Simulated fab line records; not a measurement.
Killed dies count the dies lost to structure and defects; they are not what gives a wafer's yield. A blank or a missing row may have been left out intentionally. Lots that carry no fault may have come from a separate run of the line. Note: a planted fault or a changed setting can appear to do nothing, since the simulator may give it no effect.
Chamber matching | flow nand-harc | NHARC_A_CHANNEL_FILL_D1_ALD_16 on ald-hk-04: 4 sister chambers
The step deposits SiO2, target thk 1.5 nm, pulse time 10 s, ald cycles 15. 4 wafers are shown with their chamber, then 11 later ones without.

WAFERS PAIRED WITH THEIR CHAMBERS
wafer  | chamber | heater-power-outer-w (W)
L084.1 | 0       | 225
L087.1 | 2       | 254
L087.3 | 3       | 256
L089.3 | 1       | 276

WAFERS WITH NO CHAMBER GIVEN
wafer  | heater-power-outer-w (W)
L089.5 | 260
L089.6 | 251
L091.1 | 259
L091.3 | 219
L091.6 | 264
L092.3 | 262
L092.4 | 284
L092.6 | 224
L095.1 | 258
L095.4 | 226
L095.5 | 223

CHAMBER TAKEN BY EACH
wafer  | from the rows above          | in truth
L089.5 | can't be placed: 3 or 2      | 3
L089.6 | can't be placed: 2 or 3      | 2
L091.1 | can't be placed: 3 or 2      | 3
L091.3 | 0                            | 0
L091.6 | can't be placed: 3 or 2 or 1 | 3
L092.3 | can't be placed: 3 or 2 or 1 | 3
L092.4 | 1                            | 1
L092.6 | 0                            | 0
L095.1 | can't be placed: 3 or 2      | 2
L095.4 | 0                            | 0
L095.5 | 0                            | 0
Placed correctly: 5 of 11. Not placeable from these rows: 6 (in 6, the candidates include the true chamber). Placed wrongly: 0.
How it was worked out, from the rows above alone: a wafer's distance from a chamber is the root of the sum, over the readings, of the square of ((its reading less the chamber's mean) divided by the reading's scatter). If the next closest chamber is less than 2 further off than the closest, the wafer can't be placed; otherwise it belongs to the closest. Each chamber's mean is taken over the wafers shown for it. The scatter (one wafer shown for each chamber): square how far every hidden wafer sits from the nearest shown wafer, average those squares and take the square root.
